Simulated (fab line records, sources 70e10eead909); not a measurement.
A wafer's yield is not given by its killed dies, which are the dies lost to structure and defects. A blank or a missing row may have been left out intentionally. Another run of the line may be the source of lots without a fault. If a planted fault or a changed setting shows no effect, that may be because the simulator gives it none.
fab line records | flow nandHarc
[record] lots = 5 | wafers = 15 | lastDay = 31
route steps=1302 shown P_CONTACT@217 END@1302
lots that met no fault: taken from a fault-free run of the same line
startH: the number of hours between the record's first day and the start of the first shown wafer of the lot | waitH: how many hours have passed since the lot's step before this one | " as in the row above | L1.1+2: one row covering several wafers at once | - no value, or no start given | * or withheld: withheld | < > ~ a bound
route shown NAME@n: NAME is a module with steps in the file, n the number in the route of the first one | usual: mean and standard deviation over wafers with no fault | same: alike in all rows | chamber/n: place in a boat | sites: per-site readings | _std_site: standard deviation across them | _edge_site: outer sites' mean less inner sites' | radiusMm: how far each site lies from the wafer's centre | mask NAME#n: copy n | behind: the last tool/chamber to shape the wafer | hold: reason for holding the lot/hours on hold/outcome of the hold | device: whichever transistor did not switch (one of n, p or np) | end of line: the same wafers' tests at the end of the route | a step given without rows: its recipe and nothing more | killed: not the wafer's yield, but the dies lost to structure and defects at the first sort | map: the dies of a wafer, with x for killed, . for not killed, _ for no die there
set.NAME: the run value of the setting; set.NAME@STEP: its run value at that earlier step | model.NAME: the simulator's own value behind a step, which no gauge read
lots at some steps of the route; a table a step, a row a wafer
services: the hour from which a tool's chamber was out of use, counted from the record's first day as startH (under 0 if before that day), plus the number of hours and why
[[steps]]
[step NHARC_P_CONTACT_DEP_30]
[recipe] targetThkA = 300 | tempC = 400 | targetThkNm = 30 | flowSccm = 200 | rfW = 450 | material = SiNx
[step NHARC_P_CONTACT_DEP_00]
[recipe] targetThkA = 5000 | tempC = 400 | pressureTorr = 6.5 | rfW = 900 | teosFlowSccm = 161.4 | flowSccm = 2650 | targetThkNm = 500 | gas = O2 | material = SiO2
[usual] chamberPressureTorr = 6.498/0.016 | heaterPowerW = 586/93 | mfcPrecursorSccm = 161.3/0.47 | throttleValvePct = 15.9/0.7
lot.wafer | tool     | chamber | startH | waitH | chamberPressureTorr | heaterPowerW | mfcPrecursorSccm | throttleValvePct
L596.2    | pecvd-02 | 0       | -      | -     | 6.492               | 409          | 161.8            | 16.1
L596.6    | "        | 0       | "      | "     | 6.490               | 455          | 162.2            | 15.9
L596.4    | "        | 1       | "      | "     | 6.501               | 546          | 161.3            | 16.9
L600.3    | pecvd-02 | 0       | -      | -     | 6.505               | 457          | 161.6            | 16.1
L600.2    | "        | 1       | "      | "     | 6.489               | 618          | 160.6            | 17.0
L600.5    | "        | 1       | "      | "     | 6.511               | 660          | 161.6            | 17.0
L607.2    | pecvd-01 | 2       | -      | -     | 6.495               | 439          | 161.7            | 15.8
L607.4    | "        | 2       | "      | "     | 6.504               | 466          | 161.5            | 15.8
L607.5    | "        | 1       | "      | "     | 6.482               | 697          | 161.7            | 15.6
L612.2    | pecvd-02 | 0       | -      | -     | 6.493               | 479          | 161.5            | 16.4
L612.5    | "        | 2       | "      | "     | 6.519               | 678          | 160.0            | 14.8
L612.6    | "        | 0       | "      | "     | 6.483               | 508          | 161.9            | 16.3
L613.3    | pecvd-01 | 2       | -      | -     | 6.517               | 448          | 161.6            | 15.8
L613.5    | "        | 1       | "      | "     | 6.504               | 717          | 161.3            | 15.5
L613.4    | "        | 2       | "      | "     | 6.499               | 472          | 161.3            | 15.8
[step NHARC_P_CONTACT_CMP_01]
[recipe] targetThkNm = 200 | material = SiO2
[usual] motorCurrentA = 11.9/1.1
lot.wafer | tool   | chamber | startH | waitH | motorCurrentA
L596.2    | cmp-03 | 1       | 132.34 | -     | 12.1
L596.4    | "      | 0       | "      | "     | 13.2
L596.6    | "      | 2       | "      | "     | 11.6
L600.3    | cmp-02 | 3       | 179.74 | -     | 10.9
L600.2    | "      | 2       | "      | "     | 12.9
L600.5    | "      | 3       | "      | "     | 11.3
L607.4    | cmp-02 | 1       | 264.57 | -     | 10.3
L607.2    | "      | 2       | "      | "     | 12.8
L607.5    | "      | 0       | "      | "     | 9.9
L612.2    | cmp-04 | 2       | 296.23 | -     | 12.9
L612.6    | "      | 0       | "      | "     | 12.9
L612.5    | "      | 1       | "      | "     | 12.7
L613.4    | cmp-03 | 0       | 308.20 | -     | 12.1
L613.3    | "      | 2       | "      | "     | 12.0
L613.5    | "      | 0       | "      | "     | 13.2
[step NHARC_P_CONTACT_SRD_03]
[step NHARC_P_CONTACT_DEHYDRATE_04]
[recipe] tempC = 150 | timeS = 120
[step NHARC_P_CONTACT_HMDS_05]
[recipe] timeS = 30
[step NHARC_P_CONTACT_COAT_33]
[recipe] tempC = 260 | timeS = 75
[step NHARC_P_CONTACT_COAT_34]
[recipe] tempC = 225 | timeS = 65
[step NHARC_P_CONTACT_COAT_06]
[recipe] spinRpm = 1500 | resistThkNm = 90
[step NHARC_P_CONTACT_SOFTBAKE_07]
[recipe] tempC = 105 | timeS = 55
[step NHARC_P_CONTACT_EBR_08]
[step NHARC_P_CONTACT_EXPOSE_09]
[recipe] na = 1.35 | targetCdNm = 90 | doseMj = 81.26 | maskId = P_CA
[usual] stageVelMmS = 500.0/0.32
lot.wafer | tool           | chamber | startH | waitH | mask      | stageVelMmS
L596.2    | arfiScanner-01 | 0       | 132.92 | -     | P_CA#0    | 500.2
L596.4    | "              | 0       | "      | "     | P_CA#0    | 500.3
L596.6    | "              | 0       | "      | "     | P_CA#0    | 500.0
L600.2    | arfiScanner-01 | 0       | 180.31 | -     | P_CA_R1#0 | 500.0
L600.3    | "              | 0       | "      | "     | P_CA_R1#0 | 500.4
L600.5    | "              | 0       | "      | "     | P_CA_R1#0 | 500.5
L607.2    | arfiScanner-03 | 0       | 265.24 | -     | P_CA#0    | 499.9
L607.4    | "              | 0       | "      | "     | P_CA#0    | 500.1
L607.5    | "              | 0       | "      | "     | P_CA#0    | 499.7
L612.2    | arfiScanner-01 | 0       | 296.88 | -     | P_CA#0    | 500.0
L612.5    | "              | 0       | "      | "     | P_CA#0    | 499.8
L612.6    | "              | 0       | "      | "     | P_CA#0    | 499.6
L613.3    | arfiScanner-03 | 0       | 308.91 | -     | P_CA#0    | 499.6
L613.4    | "              | 0       | "      | "     | P_CA#0    | 499.4
L613.5    | "              | 0       | "      | "     | P_CA#0    | 499.5
[step NHARC_P_CONTACT_PEB_10]
[recipe] pebTempC = 100 | pebTimeS = 65
[step NHARC_P_CONTACT_DEVELOP_11]
[recipe] developTimeS = 35 | devTempC = 23
[step NHARC_P_CONTACT_CD_MEAS_12]
[recipe] targetCdNm = 90 | landingEnergyEv = 500
[usual] cdNm = 90.3/0.64
[same] landingEnergyEv = 500
lot.wafer | tool     | chamber | startH | waitH | cdNm
L596.2    | cdSem-02 | 0       | 133.05 | -     | 90.5
L596.4    | "        | 0       | "      | "     | 89.9
L596.6    | "        | 0       | "      | "     | 90.2
L600.2    | cdSem-03 | 0       | 180.45 | -     | 85.6
L600.3    | "        | 0       | "      | "     | 86.2
L600.5    | "        | 0       | "      | "     | 86.7
L607.2    | cdSem-02 | 0       | 265.38 | -     | 90.8
L607.4    | "        | 0       | "      | "     | 89.9
L607.5    | "        | 0       | "      | "     | 90.7
L612.2    | cdSem-02 | 0       | 297.01 | -     | 91.1
L612.5    | "        | 0       | "      | "     | 89.9
L612.6    | "        | 0       | "      | "     | 90.9
L613.3    | cdSem-03 | 0       | 309.04 | -     | 90.0
L613.4    | "        | 0       | "      | "     | 89.0
L613.5    | "        | 0       | "      | "     | 90.3
[step NHARC_P_CONTACT_OVL_MEAS_13]
[usual] overlayXNm = 0.0/0.81 | overlayYNm = 0.1/0.92
lot.wafer | tool       | chamber | startH | waitH | overlayXNm | overlayYNm
L596.2    | overlay-02 | -       | 133.14 | -     | 0.6        | -1.1
L596.4    | "          | -       | "      | "     | 1.1        | -1.1
L596.6    | "          | -       | "      | "     | 0.5        | -0.9
L600.2    | overlay-01 | -       | 180.54 | -     | 0.3        | -0.1
L600.3    | "          | -       | "      | "     | 1.4        | -0.1
L600.5    | "          | -       | "      | "     | 0.8        | 0.4
L607.2    | overlay-01 | -       | 265.46 | -     | 1.1        | -0.1
L607.4    | "          | -       | "      | "     | 1.8        | -0.3
L607.5    | "          | -       | "      | "     | 0.8        | -0.1
L612.2    | overlay-01 | -       | 297.10 | -     | 0.0        | -1.5
L612.5    | "          | -       | "      | "     | -0.4       | -0.9
L612.6    | "          | -       | "      | "     | -0.1       | -0.7
L613.3    | overlay-02 | -       | 309.13 | -     | 1.0        | 0.5
L613.4    | "          | -       | "      | "     | 0.3        | 0.0
L613.5    | "          | -       | "      | "     | 0.7        | 0.5
[step NHARC_P_CONTACT_INSPECT_14]
[usual] rawDefectCount = 4.4/2.4
lot.wafer | tool             | chamber | startH | waitH | rawDefectCount
L596.2    | defectInspect-02 | -       | 133.17 | 0.0   | 5
L596.4    | "                | -       | "      | "     | 4
L596.6    | "                | -       | "      | "     | 2
L600.2    | defectInspect-01 | -       | 180.57 | 0.0   | 1
L600.3    | "                | -       | "      | "     | 1
L600.5    | "                | -       | "      | "     | 4
L607.2    | defectInspect-01 | -       | 265.50 | 0.0   | 9
L607.4    | "                | -       | "      | "     | 5
L607.5    | "                | -       | "      | "     | 3
L612.2    | defectInspect-01 | -       | 297.14 | 0.0   | 3
L612.5    | "                | -       | "      | "     | 0
L612.6    | "                | -       | "      | "     | 2
L613.3    | defectInspect-02 | -       | 309.16 | 0.0   | 4
L613.4    | "                | -       | "      | "     | 2
L613.5    | "                | -       | "      | "     | 6
[step NHARC_P_CONTACT_DESCUM_17]
[recipe] timeS = 3 | o2FlowSccm = 200 | arFlowSccm = 0 | biasPowerW = 0 | chemistry = O2
[usual] drypumpMotorCurrentA = 5.6/0.36 | o2FlowSccm = 200.0/0.57 | oesProductAu = 1.001/0.011 | rfVppV = 57.8/0.94 | showerheadPlenumPTorr = 1.93/0.076 | throttleValvePct = 11.312/0.0087
lot.wafer | tool       | chamber | startH | waitH | drypumpMotorCurrentA | o2FlowSccm | oesProductAu | rfHoursCounterH | rfVppV | showerheadPlenumPTorr | throttleValvePct | model.P_CONTACT.cdNm
L596.2    | rieDiel-12 | 2       | 133.23 | 0.1   | 5.5                  | 200.2      | 1.006        | 1.1             | 56.9   | 1.85                  | 11.311           | 90.42
L596.4    | "          | 0       | "      | "     | 5.8                  | 199.8      | 1.005        | 0.8             | 57.3   | 1.95                  | 11.308           | 90.28
L596.6    | "          | 2       | "      | "     | 5.5                  | 199.3      | 1.013        | -               | 56.8   | 1.85                  | 11.301           | 90.36
L600.3    | rieDiel-13 | 0       | 180.63 | 0.1   | 4.9                  | 199.6      | 0.999        | 0.1             | 57.0   | 1.92                  | 11.335           | 85.48
L600.2    | "          | 2       | "      | "     | 5.9                  | 199.6      | 0.997        | 0.1             | 59.0   | 1.80                  | 11.312           | 85.23
L600.5    | "          | 0       | "      | "     | 4.9                  | 199.2      | 1.012        | -               | 58.8   | 1.92                  | 11.313           | 86.38
L607.2    | rieDiel-12 | 3       | 265.57 | 0.1   | 5.8                  | 199.3      | 1.000        | 3.9             | 57.7   | 1.88                  | 11.313           | 90.1
L607.4    | "          | 0       | "      | "     | 5.8                  | 199.1      | 0.991        | 4.1             | 58.4   | 1.95                  | 11.324           | 90.72
L607.5    | "          | 2       | "      | "     | 5.6                  | 200.3      | 1.014        | -               | 55.2   | 1.85                  | 11.311           | 90.36
L612.2    | rieDiel-13 | 2       | 297.21 | 0.1   | 5.9                  | 200.3      | 0.982        | 2.9             | 56.8   | 1.80                  | 11.313           | 90.26
L612.6    | "          | 1       | "      | "     | 4.9                  | 199.7      | 1.004        | -               | 59.2   | 2.03                  | 11.303           | 90.82
L612.5    | "          | 2       | "      | "     | 5.9                  | 200.5      | 0.989        | -               | 57.7   | 1.80                  | 11.297           | 89.01
L613.4    | rieDiel-12 | 2       | 309.23 | 0.1   | 5.6                  | 200.4      | 0.993        | 0.5             | 56.9   | 1.85                  | 11.315           | 89.09
L613.3    | "          | 3       | "      | "     | 5.8                  | 200.4      | 0.981        | 0.6             | 57.1   | 1.88                  | 11.333           | 89.12
L613.5    | "          | 1       | "      | "     | 5.7                  | 199.5      | 1.013        | -               | 57.7   | 1.79                  | 11.322           | 90.73
[step NHARC_P_CONTACT_ETCH_35]
[recipe] targetDepthA = 390 | overEtchFrac = 0.3 | timeS = 65 | ionEnergyEv = 80 | cf4FlowSccm = 150 | arFlowSccm = 0 | rfW = 300 | biasW = 100 | chemistry = CF4
[step NHARC_P_CONTACT_ETCH_36]
[recipe] targetDepthA = 2600 | overEtchFrac = 0.25 | timeS = 406.25 | ionEnergyEv = 200 | n2FlowSccm = 150 | h2FlowSccm = 150 | arFlowSccm = 0 | rfW = 400 | biasW = 150 | chemistry = N2/H2
[usual] drypumpMotorCurrentA = 5.6/0.35 | oesProductAu = 1.001/0.011 | rfVppV = 431.1/2.5 | showerheadPlenumPTorr = 2.06/0.083 | throttleValvePct = 14.171/0.0087
lot.wafer | tool       | chamber | startH | waitH | drypumpMotorCurrentA | oesProductAu | rfHoursCounterH | rfVppV | showerheadPlenumPTorr | throttleValvePct
L596.4    | rieDiel-12 | 2       | -      | -     | 5.5                  | 1.010        | 1.1             | 429.0  | 1.98                  | 14.173
L596.2    | "          | 3       | "      | "     | 5.8                  | 0.991        | 1.1             | 431.1  | 2.01                  | 14.159
L596.6    | "          | 1       | "      | "     | 5.7                  | 1.004        | -               | 426.2  | 1.91                  | 14.169
L600.2    | rieDiel-13 | 0       | -      | -     | 4.9                  | 1.003        | 0.2             | 432.7  | 2.05                  | 14.174
L600.3    | "          | 1       | "      | "     | 4.9                  | 1.007        | 0.2             | 435.4  | 2.17                  | 14.184
L600.5    | "          | 3       | "      | "     | 6.0                  | 0.996        | -               | 431.4  | 2.08                  | 14.174
L607.2    | rieDiel-12 | 0       | -      | -     | 5.7                  | 0.988        | 4.2             | 432.0  | 2.08                  | 14.170
L607.4    | "          | 1       | "      | "     | 5.7                  | 1.023        | 3.9             | 426.8  | 1.91                  | 14.165
L607.5    | "          | 0       | "      | "     | 5.7                  | 0.989        | -               | 431.2  | 2.08                  | 14.182
L612.2    | rieDiel-13 | 1       | -      | -     | 4.9                  | 1.001        | 3.0             | 433.3  | 2.17                  | 14.179
L612.6    | "          | 2       | "      | "     | 5.9                  | 0.999        | -               | 427.6  | 1.91                  | 14.159
L612.5    | "          | 3       | "      | "     | 6.1                  | 0.999        | -               | 431.9  | 2.08                  | 14.160
L613.3    | rieDiel-12 | 2       | -      | -     | 5.5                  | 0.995        | 0.6             | 428.5  | 1.97                  | 14.187
L613.4    | "          | 3       | "      | "     | 5.8                  | 0.996        | 0.7             | 429.3  | 2.00                  | 14.165
L613.5    | "          | 1       | "      | "     | 5.7                  | 1.006        | -               | 426.5  | 1.90                  | 14.169
[step NHARC_P_CONTACT_ETCH_18]
[recipe] targetDepthA = 4810 | timeS = 240.5 | c4f8FlowSccm = 20 | o2FlowSccm = 10 | arFlowSccm = withheld | rfW = 600 | biasW = 1500 | chemistry = C4F8/O2/Ar
[usual] oesProductAu = 0.955/0.02 | rfVppV = 979/5.1
lot.wafer | tool       | chamber | startH | waitH | oesProductAu | rfHoursCounterH | rfVppV
L596.4    | rieDiel-12 | 2       | -      | -     | 0.962        | 1.2             | 974
L596.2    | "          | 3       | "      | "     | 0.935        | 1.2             | 976
L596.6    | "          | 0       | "      | "     | 0.955        | -               | 981
L600.2    | rieDiel-13 | 2       | -      | -     | 0.961        | 0.4             | 970
L600.3    | "          | 3       | "      | "     | 0.973        | 0.4             | 983
L600.5    | "          | 3       | "      | "     | 0.982        | -               | 982
L607.2    | rieDiel-12 | 0       | -      | -     | 0.960        | 4.4             | 981
L607.4    | "          | 1       | "      | "     | 0.991        | 4.1             | 970
L607.5    | "          | 0       | "      | "     | 0.963        | -               | 980
L612.2    | rieDiel-13 | 1       | -      | -     | 0.924        | 3.1             | 986
L612.6    | "          | 1       | "      | "     | 0.929        | -               | 987
L612.5    | "          | 2       | "      | "     | 0.916        | -               | 969
L613.4    | rieDiel-12 | 3       | -      | -     | 0.947        | 0.8             | 976
L613.3    | "          | 2       | "      | "     | 0.931        | 0.7             | 975
L613.5    | "          | 0       | "      | "     | 0.953        | -               | 980
[step NHARC_P_CONTACT_STRIP_37]
[recipe] c4f8FlowSccm = withheld | o2FlowSccm = 8 | arFlowSccm = withheld | biasW = 0 | chemistry = C4F8/O2/Ar
[step NHARC_P_CONTACT_ETCH_31]
[recipe] targetDepthA = 300 | timeS = 85.7 | ionEnergyEv = 120 | overEtchFrac = 1 | ch3fFlowSccm = 50 | o2FlowSccm = 30 | arFlowSccm = 200 | rfW = 500 | biasW = 100 | chemistry = CH3F/O2
[usual] drypumpMotorCurrentA = 5.6/0.36 | o2FlowSccm = 29.99/0.091 | oesProductAu = 0.974/0.017 | rfVppV = 244.7/1.5 | showerheadPlenumPTorr = 2.48/0.088 | throttleValvePct = 20.663/0.0097
lot.wafer | tool       | chamber | startH | waitH | drypumpMotorCurrentA | o2FlowSccm | oesProductAu | rfHoursCounterH | rfVppV | showerheadPlenumPTorr | throttleValvePct | model.P_CONTACT.cdNm
L596.2    | rieDiel-12 | 0       | -      | -     | 5.8                  | 29.89      | 0.981        | 1.2             | 243.7  | 2.51                  | 20.652           | 90.01
L596.4    | "          | 1       | "      | "     | 5.7                  | 29.95      | 1.006        | 1.2             | 241.4  | 2.31                  | 20.673           | 89.74
L596.6    | "          | 3       | "      | "     | 5.8                  | 29.94      | 0.968        | -               | 245.2  | 2.42                  | 20.680           | 91.87
L600.3    | rieDiel-13 | 0       | -      | -     | 4.9                  | 29.95      | 0.983        | 0.3             | 245.5  | 2.47                  | 20.667           | 86.86
L600.2    | "          | 2       | "      | "     | 5.9                  | 29.80      | 0.984        | 0.6             | 242.0  | 2.32                  | 20.660           | 83.13
L600.5    | "          | 0       | "      | "     | 4.9                  | 29.97      | 0.976        | -               | 244.8  | 2.47                  | 20.686           | 84.12
L607.2    | rieDiel-12 | 2       | -      | -     | 5.6                  | 29.78      | 0.990        | 3.9             | 243.4  | 2.38                  | 20.677           | 90.64
L607.4    | "          | 0       | "      | "     | 5.8                  | 29.98      | 0.974        | 4.5             | 245.1  | 2.51                  | 20.653           | 91.47
L607.5    | "          | 2       | "      | "     | 5.6                  | 29.90      | 0.980        | -               | 242.0  | 2.38                  | 20.668           | 91.16
L612.2    | rieDiel-13 | 3       | -      | -     | 6.1                  | 30.01      | 0.946        | 3.3             | 246.3  | 2.51                  | 20.667           | 88.66
L612.5    | "          | 3       | "      | "     | 6.1                  | 30.10      | 0.945        | -               | 245.8  | 2.51                  | 20.673           | 85
L612.6    | "          | 0       | "      | "     | 4.9                  | 30.04      | 0.944        | -               | 244.7  | 2.47                  | 20.665           | 89.52
L613.3    | rieDiel-12 | 0       | -      | -     | 5.8                  | 30.12      | 0.974        | 1.0             | 245.3  | 2.51                  | 20.666           | 88.24
L613.4    | "          | 1       | "      | "     | 5.7                  | 30.02      | 0.986        | 0.9             | 241.3  | 2.31                  | 20.659           | 88.72
L613.5    | "          | 2       | "      | "     | 5.6                  | 29.86      | 0.951        | -               | 242.4  | 2.38                  | 20.665           | 91.43
[step NHARC_P_CONTACT_CD_MEAS_19]
[usual] cdNm = 90.3/1.9
lot.wafer | tool     | chamber | startH | waitH | cdNm
L596.2    | cdSem-02 | -       | 134.17 | -     | 90.1
L596.4    | "        | -       | "      | "     | 89.7
L596.6    | "        | -       | "      | "     | 91.8
L600.2    | cdSem-03 | -       | 181.51 | -     | 83.2
L600.3    | "        | -       | "      | "     | 86.8
L600.5    | "        | -       | "      | "     | 84.2
L607.2    | cdSem-02 | -       | 266.43 | -     | 90.8
L607.4    | "        | -       | "      | "     | 91.7
L607.5    | "        | -       | "      | "     | 91.7
L612.2    | cdSem-02 | -       | 298.07 | -     | 88.6
L612.5    | "        | -       | "      | "     | 85.2
L612.6    | "        | -       | "      | "     | 89.6
L613.3    | cdSem-03 | -       | 310.10 | -     | 88.4
L613.4    | "        | -       | "      | "     | 88.8
L613.5    | "        | -       | "      | "     | 91.4
[step NHARC_P_CONTACT_STRIP_28]
[recipe] o2FlowSccm = 500 | arFlowSccm = 0 | biasW = 0 | chemistry = O2
[usual] drypumpMotorCurrentA = 5.6/0.32 | o2FlowSccm = 499.9/1.5 | oesProductAu = 1.001/0.012 | rfVppV = 57.9/0.88 | showerheadPlenumPTorr = 3.53/0.13 | throttleValvePct = 17.036/0.0098
lot.wafer | tool       | chamber | startH | waitH | drypumpMotorCurrentA | o2FlowSccm | oesProductAu | rfHoursCounterH | rfVppV | showerheadPlenumPTorr | throttleValvePct
L596.4    | rieDiel-12 | 2       | 134.26 | 0.1   | 5.6                  | 500.4      | 1.012        | 1.3             | 57.4   | 3.43                  | 17.036
L596.2    | "          | 3       | "      | "     | 5.8                  | 497.1      | 0.993        | 1.3             | 59.1   | 3.47                  | 17.039
L596.6    | "          | 1       | "      | "     | 5.7                  | 499.7      | 1.008        | -               | 58.1   | 3.32                  | 17.034
L600.2    | rieDiel-12 | 2       | 181.58 | 0.1   | 5.6                  | 500.6      | 1.002        | 1.9             | 58.0   | 3.43                  | 17.036
L600.3    | "          | 3       | "      | "     | 5.9                  | 500.2      | 0.989        | 2.0             | 57.8   | 3.47                  | 17.031
L600.5    | "          | 2       | "      | "     | 5.6                  | 499.0      | 1.003        | -               | 58.6   | 3.43                  | 17.028
L607.4    | rieDiel-12 | 3       | 266.50 | 0.1   | 5.8                  | 501.0      | 1.001        | 4.1             | 57.8   | 3.47                  | 17.015
L607.2    | "          | 1       | "      | "     | 5.7                  | 498.5      | 1.021        | 4.3             | 56.2   | 3.32                  | 17.046
L607.5    | "          | 3       | "      | "     | 5.8                  | 498.1      | 0.990        | -               | 57.4   | 3.47                  | 17.045
L612.2    | rieDiel-13 | 2       | 298.14 | 0.1   | 5.9                  | 499.1      | 0.993        | 3.3             | 57.2   | 3.33                  | 17.052
L612.5    | "          | 2       | "      | "     | 5.9                  | 503.9      | 1.000        | -               | 58.4   | 3.33                  | 17.019
L612.6    | "          | 3       | "      | "     | 6.1                  | 500.6      | 0.997        | -               | 59.9   | 3.60                  | 17.043
L613.3    | rieDiel-13 | 3       | 310.17 | 0.1   | 6.1                  | 499.0      | 0.986        | 3.5             | 57.7   | 3.60                  | 17.023
L613.4    | "          | 0       | "      | "     | 4.9                  | 501.9      | 1.013        | 3.4             | 59.3   | 3.54                  | 17.033
L613.5    | "          | 3       | "      | "     | 6.1                  | 500.3      | 0.993        | -               | 58.0   | 3.60                  | 17.037
[step NHARC_END_SORT_01]
[recipe] tempC = 25
[usual] killedAtArray = 56/17 | killedAtOther = 0.9/1.2 | killedAtPeriphery = 3.9/2.5 | killedDies = 61/17 | killedOpen = 3.2/1.8 | killedShort = 2.7/1.7
[same] grossDies = 677
lot.wafer | tool      | chamber | startH | waitH | killedAtArray | killedAtOther | killedAtPeriphery | killedDies | killedOpen | killedShort
L600.2    | prober-02 | 0       | 632.91 | 2.8   | 41            | 1             | 3                 | 45         | 1          | 0
L600.3    | prober-02 | 0       | 633.69 | 3.1   | 37            | 0             | 3                 | 40         | 1          | 3
L600.5    | prober-02 | 0       | 635.26 | 3.6   | 53            | 1             | 4                 | 58         | 2          | 0
// killed by level:class
L600.2 A_SLIT:chamberFilmFlake=13 A_CHANNEL_HOLE_D2:chamberFilmFlake=12 A_CHANNEL_HOLE_D1:chamberFilmFlake=4 A_WL_FILL:chamberFilmFlake=3 A_CONTACT:chamberFilmFlake=3 P_M1:chamberFilmFlake=2 A_STAIRCASE:chamberFilmFlake=2 A_CONTACT:geometricParticle:open=1
L600.3 A_SLIT:chamberFilmFlake=18 A_CONTACT:chamberFilmFlake=5 A_STAIRCASE:chamberFilmFlake=3 P_ZERO_WELL:chamberFilmFlake=2 A_CHANNEL_HOLE_D2:chamberFilmFlake=2 A_CHANNEL_FILL_D2:chamberFilmFlake=2 A_CHANNEL_FILL_D1:geometricParticle:short=1 A_ONON_D2:geometricParticle:short=1
L600.5 A_SLIT:chamberFilmFlake=23 A_CHANNEL_HOLE_D2:chamberFilmFlake=16 A_CONTACT:chamberFilmFlake=5 A_STAIRCASE:chamberFilmFlake=4 P_ZERO_WELL:chamberFilmFlake=2 A_ONON_D2:geometricParticle:open=1 A_CHANNEL_FILL_D2:geometricParticle:open=1 P_STI:chamberFilmFlake=1
[[services]]
tool           | chamber | startH | hours | kind
cmp-04         | -       | 111.02 | 4.0   | pm
pecvd-02       | -       | 124.25 | 2.7   | repair
pecvd-01       | -       | 130.06 | 13.0  | pm
cmp-02         | -       | 136.65 | 4.0   | pm
arfiScanner-03 | -       | 159.04 | 0.4   | repair
rieDiel-13     | -       | 165.00 | 9.0   | pm
cmp-02         | -       | 171.64 | 1.3   | repair
cmp-03         | -       | 183.57 | 4.0   | pm
cmp-04         | -       | 190.41 | 0.9   | repair
arfiScanner-03 | -       | 196.00 | 4.0   | pm
arfiScanner-03 | -       | 214.50 | 0.8   | repair
cmp-02         | -       | 221.09 | 0.4   | repair
pecvd-02       | -       | 227.00 | 13.0  | pm
rieDiel-12     | 3       | 234.56 | 3.0   | repair
cmp-02         | -       | 234.65 | 4.0   | pm
arfiScanner-03 | -       | 237.99 | 0.6   | repair
rieDiel-12     | 2       | 242.02 | 10.6  | repair
rieDiel-12     | 3       | 246.98 | 3.9   | repair
arfiScanner-03 | -       | 250.14 | 0.8   | repair
arfiScanner-01 | -       | 252.01 | 4.0   | pm
cmp-03         | -       | 254.41 | 8.3   | repair
rieDiel-12     | -       | 268.40 | 9.0   | pm
cmp-03         | -       | 281.57 | 4.0   | pm
cmp-02         | -       | 304.25 | 3.4   | repair
[[key]]
[firstSign] step = NHARC_P_CONTACT_EXPOSE_09 | reading = mask | direction = changed
[effect] step = NHARC_P_CONTACT_CD_MEAS_12 | reading = cdNm | direction = down | sigmas = 6.4 | usual = 90.3 | struck = 86.1
[effect] step = NHARC_P_CONTACT_CD_MEAS_19 | reading = cdNm | direction = down | sigmas = 3 | usual = 90.3 | struck = 84.7
[modelEffect] step = NHARC_P_CONTACT_DESCUM_17 | value = P_CONTACT.cdNm | without = 90.97 | struck = 85.69
[modelEffect] step = NHARC_P_CONTACT_ETCH_31 | value = P_CONTACT.cdNm | without = 89.98 | struck = 84.7
metAt NHARC_P_CONTACT_EXPOSE_09
struckWafers L600.2,L600.3,L600.5
testerLeftOut L600
onsetBetween 132.92 180.31
[fault] kind = wrongMask | tool = any | chamber = - | onsetH = 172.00 | steps = NHARC_P_CONTACT_EXPOSE_09 | auxCopy = P_CA_R1#0 | cdOffsetNm = -5.2781 | scope = struckLotsOnly
// testerLeftOut: of these lots the tester's yield and bins aren't shown, on N5 and GAA mostly nor the transistor test; their killed dies are dies lost to structure and defects alone, not to doping, threshold or leakage, so they don't give the yield
